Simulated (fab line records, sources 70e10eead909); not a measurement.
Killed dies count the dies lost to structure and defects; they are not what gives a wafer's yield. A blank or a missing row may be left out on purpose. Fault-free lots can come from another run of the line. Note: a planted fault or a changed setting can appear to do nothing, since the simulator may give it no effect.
fab line records | flow nandHarc
record: lots: 5 | wafers: 15 | lastDay: 34
route steps=1302 shown A_BLC@1135 A_M0@1137 END@1302
lots with no fault: from the same line, run without faults
startH: hours from the record's opening day to when the first of the lot's shown wafers began | waitH: how many hours have passed since the lot's step before this one | " identical to the entry in the row above | L1.1+2: several wafers, shown together as one row | - no value, or no start given | * or withheld: withheld | < > ~ a bound
route shown NAME@n: a module of which the file shows steps, and the number in the route of the first | usual: average and standard deviation across the fault-free wafers | same: alike in all rows | chamber/n: place in a boat | sites: each site's reading | _std_site: the values' standard deviation | _edge_site: mean of outer sites minus mean of inner sites | radiusMm: for every site, how far away it sits from the centre of the wafer | mask NAME#n: copy n | behind: the last tool/chamber to shape the wafer | hold: cause of the lot's hold/its duration in hours/its outcome | device: which transistor (n, p or np) failed to switch | end of line: the route-end tests of the same wafers | a step with no rows: only its recipe | killed: not the wafer's yield, but the dies lost to structure and defects at the first sort | map: a wafer's dies, x killed, . not, _ none there
set.NAME: the setting the step ran with; set.NAME@STEP: the setting that earlier step ran with | model.NAME: the simulator's own value behind a step, which no gauge read
a table for each step, a row for each wafer; lots at some steps of the route
services: the hour from which a tool's chamber was out of use, counted from the record's first day as startH (under 0 if before that day), plus the number of hours and why
== steps ==
step: NHARC_A_BLC_SRD_27
step: NHARC_A_BLC_INSPECT_28
usual: rawDefectCount: 514/100
lot.wafer | tool             | chamber | startH | waitH | rawDefectCount
L406.2    | defectInspect-01 | -       | 551.59 | 0.1   | 534
L406.3    | "                | -       | "      | "     | 589
L406.5    | "                | -       | "      | "     | 457
L409.1    | defectInspect-01 | -       | 583.72 | 0.1   | 451
L409.3    | "                | -       | "      | "     | 478
L409.6    | "                | -       | "      | "     | 420
L414.3    | defectInspect-01 | -       | 635.64 | 0.1   | 443
L414.4    | "                | -       | "      | "     | 453
L414.5    | "                | -       | "      | "     | 402
L419.1    | defectInspect-02 | -       | 681.23 | 0.1   | 482
L419.2    | "                | -       | "      | "     | 597
L419.3    | "                | -       | "      | "     | 371
L426.3    | defectInspect-01 | -       | 766.09 | 0.1   | 538
L426.4    | "                | -       | "      | "     | 635
L426.6    | "                | -       | "      | "     | 438
step: NHARC_A_M0_DEP_00
recipe: targetThkA: 1500 | targetThkNm: 150 | tempC: withheld | pressureTorr: 5 | flowSccm: 200 | rfW: 600 | material: SiOC
step: NHARC_A_M0_DEHYDRATE_01
recipe: tempC: 150 | timeS: 120
step: NHARC_A_M0_HMDS_02
recipe: timeS: 30
step: NHARC_A_M0_COAT_33
recipe: tempC: 200 | timeS: 65
step: NHARC_A_M0_COAT_03
recipe: spinRpm: 1500 | resistThkNm: 90
step: NHARC_A_M0_SOFTBAKE_04
recipe: tempC: 105 | timeS: 55
step: NHARC_A_M0_EBR_05
step: NHARC_A_M0_EXPOSE_06
recipe: na: 1.35 | targetCdNm: 80 | doseMj: 83.25 | maskId: A_M0
step: NHARC_A_M0_PEB_07
recipe: pebTempC: 100 | pebTimeS: 65
step: NHARC_A_M0_DEVELOP_08
recipe: developTimeS: 35 | devTempC: 23
lot.wafer  | tool          | chamber | startH | waitH
L406.2+3+5 | lithoTrack-01 | 0       | 552    | -
L409.1+3+6 | lithoTrack-06 | 0       | 584    | -
L414.3+4+5 | lithoTrack-04 | 0       | 636    | -
L419.1+2+3 | lithoTrack-04 | 0       | 682    | -
L426.3+4+6 | lithoTrack-01 | 0       | 766    | -
step: NHARC_A_M0_CD_MEAS_09
recipe: targetCdNm: 80 | landingEnergyEv: 500
usual: cdNm: 79.7/0.6
lot.wafer | tool     | chamber | startH | waitH | cdNm
L406.2    | cdSem-01 | 0       | 552.60 | -     | 80.3
L406.3    | "        | 0       | "      | "     | 80.6
L406.5    | "        | 0       | "      | "     | 80.2
L409.1    | cdSem-03 | 0       | 584.62 | -     | 79.6
L409.3    | "        | 0       | "      | "     | 79.7
L409.6    | "        | 0       | "      | "     | 79.3
L414.3    | cdSem-01 | 0       | 636.56 | -     | 79.3
L414.4    | "        | 0       | "      | "     | 79.3
L414.5    | "        | 0       | "      | "     | 79.4
L419.1    | cdSem-01 | 0       | 682.22 | -     | 80.6
L419.2    | "        | 0       | "      | "     | 78.5
L419.3    | "        | 0       | "      | "     | 79.8
L426.3    | cdSem-03 | 0       | 767.00 | -     | 79.2
L426.4    | "        | 0       | "      | "     | 79.3
L426.6    | "        | 0       | "      | "     | 79.3
step: NHARC_A_M0_OVL_MEAS_10
recipe: pitchNm: 160
usual: overlayXNm: 0.3/0.76 | overlayYNm: 0.0/0.65
lot.wafer | tool       | chamber | startH | waitH | overlayXNm | overlayYNm
L406.2    | overlay-02 | -       | 552.68 | -     | 0.2        | 0.2
L406.3    | "          | -       | "      | "     | -0.3       | 0.3
L406.5    | "          | -       | "      | "     | 0.7        | 0.2
L409.1    | overlay-02 | -       | 584.71 | -     | 0.7        | 0.3
L409.3    | "          | -       | "      | "     | 0.1        | -0.4
L409.6    | "          | -       | "      | "     | 0.6        | 0.0
L414.3    | overlay-01 | -       | 636.65 | -     | -0.6       | -0.2
L414.4    | "          | -       | "      | "     | -0.1       | 0.3
L414.5    | "          | -       | "      | "     | -0.3       | 0.6
L419.1    | overlay-01 | -       | 682.31 | -     | 0.4        | 0.4
L419.2    | "          | -       | "      | "     | 0.6        | 0.7
L419.3    | "          | -       | "      | "     | 0.3        | 0.7
L426.3    | overlay-02 | -       | 767.08 | -     | 0.4        | -1.3
L426.4    | "          | -       | "      | "     | 0.5        | -1.5
L426.6    | "          | -       | "      | "     | -0.3       | -1.7
step: NHARC_A_M0_INSPECT_11
usual: rawDefectCount: 82/34
lot.wafer | tool             | chamber | startH | waitH | rawDefectCount
L406.2    | defectInspect-01 | -       | 552.72 | 0.0   | 81
L406.3    | "                | -       | "      | "     | 75
L406.5    | "                | -       | "      | "     | 68
L409.1    | defectInspect-01 | -       | 584.75 | 0.0   | 77
L409.3    | "                | -       | "      | "     | 71
L409.6    | "                | -       | "      | "     | 64
L414.3    | defectInspect-02 | -       | 636.69 | 0.0   | 18
L414.4    | "                | -       | "      | "     | 9
L414.5    | "                | -       | "      | "     | 17
L419.1    | defectInspect-02 | -       | 682.35 | 0.0   | 34
L419.2    | "                | -       | "      | "     | 32
L419.3    | "                | -       | "      | "     | 21
L426.3    | defectInspect-02 | -       | 767.12 | 0.0   | 117
L426.4    | "                | -       | "      | "     | 108
L426.6    | "                | -       | "      | "     | 118
step: NHARC_A_M0_DESCUM_14
recipe: timeS: 3 | o2FlowSccm: 200 | arFlowSccm: 0 | biasPowerW: 0 | chemistry: O2
usual: drypumpMotorCurrentA: 5.7/0.46 | oesProductAu: 0.996/0.01 | rfVppV: 57.9/0.88 | showerheadPlenumPTorr: 1.93/0.086 | throttleValvePct: 11.312/0.0095
lot.wafer | tool       | chamber | startH | waitH | drypumpMotorCurrentA | oesProductAu | rfHoursCounterH | rfVppV | showerheadPlenumPTorr | throttleValvePct | model.A_M0.cdNm
L406.2    | rieDiel-01 | 2       | 552.78 | 0.1   | 6.0                  | 1.008        | 9.8             | 58.5   | 2.00                  | 11.319           | 79.83
L406.3    | "          | 3       | "      | "     | 6.2                  | 0.983        | 9.5             | 58.2   | 1.96                  | 11.285           | 79.78
L406.5    | "          | 2       | "      | "     | 6.0                  | 0.995        | -               | 58.5   | 2.00                  | 11.312           | 79.47
L409.3    | rieDiel-09 | 0       | 584.81 | 0.1   | 5.6                  | 0.981        | 2.9             | 56.6   | 2.05                  | 11.310           | 79.44
L409.1    | "          | 3       | "      | "     | 5.6                  | 0.988        | 2.9             | 57.3   | 1.93                  | 11.330           | 79.1
L409.6    | "          | 0       | "      | "     | 5.5                  | 0.982        | -               | 58.9   | 2.05                  | 11.321           | 79.01
L414.4    | rieDiel-12 | 0       | 636.76 | 0.1   | 4.8                  | 0.984        | 0.1             | 56.7   | 1.79                  | 11.306           | 79.51
L414.3    | "          | 1       | "      | "     | 5.4                  | 1.001        | 0.1             | 57.0   | 1.94                  | 11.309           | 79.43
L414.5    | "          | 3       | "      | "     | 6.1                  | 0.999        | -               | 57.7   | 2.04                  | 11.306           | 78.9
L419.3    | rieDiel-12 | 0       | 682.41 | 0.1   | 4.8                  | 0.988        | 3.0             | 56.2   | 1.79                  | 11.316           | 79.88
L419.1    | "          | 1       | "      | "     | 5.5                  | 1.004        | 3.0             | 59.0   | 1.94                  | 11.319           | 80.43
L419.2    | "          | 2       | "      | "     | 5.8                  | 0.996        | 2.7             | 59.2   | 1.97                  | 11.331           | 78.78
L426.3    | rieDiel-12 | 1       | 767.19 | 0.1   | 5.4                  | 1.009        | 7.6             | 58.7   | 1.93                  | 11.320           | 79.32
L426.4    | "          | 2       | "      | "     | 5.8                  | 0.983        | 6.9             | 58.6   | 1.97                  | 11.320           | 79.25
L426.6    | "          | 3       | "      | "     | 6.1                  | 1.001        | -               | 58.8   | 2.04                  | 11.320           | 78.35
step: NHARC_A_M0_ETCH_34
recipe: targetDepthA: 400 | overetchA: 120 | timeS: 43.94 | ionEnergyEv: 200 | n2FlowSccm: 150 | h2FlowSccm: 150 | arFlowSccm: 0 | rfW: 400 | biasW: 150 | chemistry: N2/H2
usual: drypumpMotorCurrentA: 5.6/0.48 | oesProductAu: 0.998/0.0097 | rfVppV: 430.9/2.7 | showerheadPlenumPTorr: 2.05/0.094 | throttleValvePct: 14.171/0.0091
lot.wafer | tool       | chamber | startH | waitH | drypumpMotorCurrentA | oesProductAu | rfHoursCounterH | rfVppV | showerheadPlenumPTorr | throttleValvePct
L406.3    | rieDiel-01 | 3       | 552.87 | 0.1   | 6.3                  | 0.996        | 9.5             | 432.3  | 2.10                  | 14.174
L406.2    | "          | 1       | "      | "     | 5.3                  | 1.002        | 9.1             | 428.8  | 1.95                  | 14.174
L406.5    | "          | 2       | "      | "     | 6.0                  | 0.998        | -               | 433.1  | 2.14                  | 14.174
L409.3    | rieDiel-09 | 2       | 584.90 | 0.1   | 6.4                  | 1.012        | 3.8             | 427.6  | 1.92                  | 14.167
L409.1    | "          | 3       | "      | "     | 5.6                  | 0.997        | 2.9             | 431.2  | 2.06                  | 14.179
L409.6    | "          | 2       | "      | "     | 6.4                  | 1.002        | -               | 425.2  | 1.92                  | 14.170
L414.3    | rieDiel-12 | 2       | 636.84 | 0.1   | 5.9                  | 0.989        | 0.0             | 433.1  | 2.11                  | 14.173
L414.4    | "          | 0       | "      | "     | 4.8                  | 0.984        | 0.1             | 426.0  | 1.90                  | 14.178
L414.5    | "          | 1       | "      | "     | 5.4                  | 1.000        | -               | 431.2  | 2.07                  | 14.161
L419.2    | rieDiel-12 | 3       | 682.49 | 0.1   | 6.1                  | 0.995        | 2.7             | 433.9  | 2.18                  | 14.170
L419.1    | "          | 0       | "      | "     | 4.8                  | 0.984        | 3.0             | 426.2  | 1.90                  | 14.172
L419.3    | "          | 1       | "      | "     | 5.4                  | 1.005        | 3.0             | 431.8  | 2.06                  | 14.163
L426.3    | rieDiel-12 | 1       | 767.27 | 0.1   | 5.4                  | 0.996        | 7.6             | 431.0  | 2.06                  | 14.167
L426.4    | "          | 3       | "      | "     | 6.1                  | 1.004        | 6.8             | 434.9  | 2.17                  | 14.161
L426.6    | "          | 0       | "      | "     | 4.8                  | 0.984        | -               | 427.1  | 1.90                  | 14.178
step: NHARC_A_M0_ETCH_15
recipe: targetDepthA: 1500 | overetchA: 150 | timeS: 82.5 | c4f8FlowSccm: withheld | arFlowSccm: 400 | rfW: 600 | biasW: 300 | chemistry: C4F8/Ar
usual: oesProductAu: 0.946/0.022 | rfVppV: 441.2/2.9
lot.wafer | tool       | chamber | startH | waitH | oesProductAu | rfHoursCounterH | rfVppV | model.A_M0.cdNm
L406.3    | rieDiel-01 | 3       | -      | -     | 0.917        | 9.5             | 441.8  | 80
L406.2    | "          | 1       | "      | "     | 0.923        | 9.1             | 437.9  | 79.88
L406.5    | "          | 0       | "      | "     | 0.924        | -               | 438.5  | 79.78
L409.3    | rieDiel-09 | 3       | -      | -     | 0.931        | 3.0             | 441.2  | 80.04
L409.1    | "          | 0       | "      | "     | 0.913        | 2.9             | 444.3  | 79.22
L409.6    | "          | 3       | "      | "     | 0.922        | -               | 441.9  | 79.46
L414.4    | rieDiel-12 | 1       | -      | -     | 0.987        | 0.1             | 441.4  | 79.45
L414.3    | "          | 3       | "      | "     | 0.966        | 0.1             | 446.7  | 79.3
L414.5    | "          | 1       | "      | "     | 0.985        | -               | 441.7  | 78.58
L419.3    | rieDiel-12 | 3       | -      | -     | 0.934        | 2.7             | 443.7  | 79.53
L419.2    | "          | 1       | "      | "     | 0.928        | 3.0             | 442.3  | 78.86
L419.1    | "          | 2       | "      | "     | 0.946        | 2.7             | 441.8  | 80.04
L426.4    | rieDiel-12 | 3       | -      | -     | 0.927        | 6.8             | 444.4  | 79.61
L426.3    | "          | 0       | "      | "     | 0.912        | 7.5             | 435.2  | 79.29
L426.6    | "          | 3       | "      | "     | 0.927        | -               | 443.6  | 78.48
step: NHARC_A_M0_CD_MEAS_16
usual: cdNm: 79.7/0.74
lot.wafer | tool     | chamber | startH | waitH | cdNm
L406.2    | cdSem-01 | -       | 553.08 | -     | 79.7
L406.3    | "        | -       | "      | "     | 79.9
L406.5    | "        | -       | "      | "     | 79.6
L409.1    | cdSem-01 | -       | 585.11 | -     | 79.2
L409.3    | "        | -       | "      | "     | 80.3
L409.6    | "        | -       | "      | "     | 79.6
L414.3    | cdSem-01 | -       | 637.05 | -     | 79.2
L414.4    | "        | -       | "      | "     | 79.6
L414.5    | "        | -       | "      | "     | 78.7
L419.1    | cdSem-03 | -       | 682.71 | -     | 80.3
L419.2    | "        | -       | "      | "     | 78.9
L419.3    | "        | -       | "      | "     | 79.4
L426.3    | cdSem-02 | -       | 767.48 | -     | 79.3
L426.4    | "        | -       | "      | "     | 80.0
L426.6    | "        | -       | "      | "     | 78.5
step: NHARC_END_SORT_01
recipe: tempC: 25
usual: defectLimitedYield: 91.8/2.5 | killedAtArray: 51/17 | killedAtOther: 1.0/1.2 | killedAtPeriphery: 3.4/2.5 | killedDies: 56/17 | killedOpen: 3.3/2.1 | killedShort: 2.6/1.6 | sort_bin_2_pct: 2.8/1.1 | sort_bin_3_pct: 0.6/0.34 | sort_bin_4_pct: 4.9/1.5 | sortNPass: 621/17 | sortRimYieldPct: 93/4 | sortYieldPct: 91.8/2.5
same: grossDies: 677 | sort_bin_5_pct[%]: 0 | sort_bin_6_pct[%]: 0 | sort_bin_7_pct[%]: 0 | sort_bin_8_pct[%]: 0 | sortRimNGross: 106.00
lot.wafer | tool      | chamber | startH | waitH | defectLimitedYield[%] | killedAtArray | killedAtOther | killedAtPeriphery | killedDies | killedOpen | killedShort | sort_bin_2_pct[%] | sort_bin_3_pct[%] | sort_bin_4_pct[%] | sortNPass | sortRimYieldPct[%] | sortYieldPct[%]
L409.1    | prober-01 | 0       | 624.97 | 2.5   | 91.9                  | 54            | 0             | 1                 | 55         | 1          | 1           | 3.1               | 0.3               | 4.7               | 622       | 100                | 91.9
L409.3    | prober-01 | 0       | 626.55 | 3.1   | 91.9                  | 53            | 0             | 2                 | 55         | 1          | 3           | 3.0               | 0.6               | 4.6               | 622       | 98                 | 91.9
L409.6    | prober-01 | 0       | 628.92 | 3.9   | 92.3                  | 47            | 1             | 4                 | 52         | 3          | 2           | 2.8               | 0.4               | 4.4               | 625       | 96                 | 92.3
L414.3    | prober-02 | 0       | 679.40 | 3.1   | 95.0                  | 24            | 6             | 4                 | 34         | 8          | 2           | 1.6               | 0.4               | 3.0               | 643       | 94                 | 95.0
L414.4    | prober-02 | 0       | 680.20 | 3.4   | 96.3                  | 15            | 3             | 7                 | 25         | 5          | 3           | 1.3               | 0.1               | 2.2               | 652       | 97                 | 96.3
L414.5    | prober-02 | 0       | 681.01 | 3.7   | 96.0                  | 21            | 2             | 4                 | 27         | 5          | 1           | 0.9               | 0.1               | 3.0               | 650       | 97                 | 96.0
killed by level:class
L409.1 A_CHANNEL_HOLE_D2:chamberFilmFlake=33 A_STAIRCASE:chamberFilmFlake=11 A_CHANNEL_HOLE_D1:chamberFilmFlake=4 A_SLIT:chamberFilmFlake=3 A_ONON_D1:geometricParticle:short=1 A_M1:geometricParticle:open=1 P_GATE:chamberFilmFlake=1 A_DECK1_JOINT:chamberFilmFlake=1
L409.3 A_CHANNEL_HOLE_D2:chamberFilmFlake=31 A_STAIRCASE:chamberFilmFlake=8 A_CHANNEL_HOLE_D1:chamberFilmFlake=4 A_CHANNEL_FILL_D1:geometricParticle:short=2 P_GATE:chamberFilmFlake=2 A_CONTACT:chamberFilmFlake=2 A_ONON_D2:geometricParticle:short=1 A_M0:geometricParticle:open=1
L409.6 A_CHANNEL_HOLE_D2:chamberFilmFlake=29 A_STAIRCASE:chamberFilmFlake=9 A_CHANNEL_HOLE_D1:chamberFilmFlake=4 P_GATE:chamberFilmFlake=2 P_M0:geometricParticle:short=1 P_M1:geometricParticle:open=1 A_ONON_D1:geometricParticle:short=1 A_ONON_D1:geometricParticle:open=1
L414.3 THIN_TSV:chamberFilmFlake=6 A_CONTACT:chamberFilmFlake=5 A_BONDPAD:chamberFilmFlake=5 A_CHANNEL_HOLE_D1:chamberFilmFlake=4 A_ONON_D1:geometricParticle:open=2 A_WL_FILL:geometricParticle:open=2 P_GATE:geometricParticle:open=1 P_M0:geometricParticle:open=1
L414.4 A_CHANNEL_HOLE_D1:chamberFilmFlake=4 THIN_TSV:chamberFilmFlake=3 P_GATE:geometricParticle:open=2 P_M0:geometricParticle:open=2 A_M0:chamberFilmFlake=2 A_CHANNEL_FILL_D1:geometricParticle:open=1 A_ONON_D2:geometricParticle:short=1 A_CHANNEL_FILL_D2:geometricParticle:short=1
L414.5 A_CHANNEL_HOLE_D1:chamberFilmFlake=8 P_M0:geometricParticle:open=2 P_GATE:chamberFilmFlake=2 A_CHANNEL_FILL_D2:chamberFilmFlake=2 A_SLIT:chamberFilmFlake=2 A_CONTACT:chamberFilmFlake=2 A_BONDPAD:chamberFilmFlake=2 A_ONON_D1:geometricParticle:short=1
== services ==
tool          | chamber | startH | hours | kind
lithoTrack-06 | -       | 529.00 | 7.0   | pm
rieDiel-12    | 2       | 532.78 | 17.9  | repair
rieDiel-12    | 0       | 552.45 | -     | clean
rieDiel-12    | 1       | 552.45 | -     | clean
rieDiel-12    | 2       | 552.45 | -     | clean
rieDiel-12    | 3       | 552.45 | -     | clean
lithoTrack-04 | -       | 553.00 | 7.0   | pm
rieDiel-01    | -       | 557.84 | 9.0   | pm
rieDiel-12    | 1       | 564.88 | 5.5   | repair
rieDiel-01    | 2       | 567.12 | 3.8   | repair
rieDiel-01    | 1       | 568.25 | 6.7   | repair
rieDiel-12    | 0       | 576.95 | -     | clean
rieDiel-12    | 1       | 576.95 | -     | clean
rieDiel-01    | 3       | 581.73 | 14.2  | repair
rieDiel-09    | 3       | 602.87 | 3.5   | repair
rieDiel-12    | -       | 622.40 | 9.0   | pm
rieDiel-01    | 1       | 644.72 | 9.7   | repair
rieDiel-09    | 2       | 658.45 | 4.9   | repair
rieDiel-09    | -       | 674.10 | 9.0   | pm
lithoTrack-01 | -       | 680.00 | 7.0   | pm
lithoTrack-06 | -       | 704.00 | 7.0   | pm
rieDiel-01    | 3       | 726.12 | 5.6   | repair
lithoTrack-04 | -       | 728.00 | 7.0   | pm
rieDiel-01    | -       | 734.84 | 9.0   | pm
== key ==
firstSign none at tools or gauges
modelEffect: step: NHARC_A_M0_DESCUM_14 | value: A_M0.cdNm | without: 80.18 | struck: 78.78
modelEffect: step: NHARC_A_M0_ETCH_15 | value: A_M0.cdNm | without: 80.26 | struck: 78.86
metAt NHARC_A_M0_DEVELOP_08
struckWafers L419.2
onsetBetween 636 682
fault: kind: processParameterDrift | tool: lithoTrack-04 | chamber: - | onsetH: 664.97 | steps: NHARC_A_M0_DEVELOP_08 | channel: developTimeS | offset: * | shape: step | endH: 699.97 | scope: struckWafersOnly | actsIn: * | stated: *
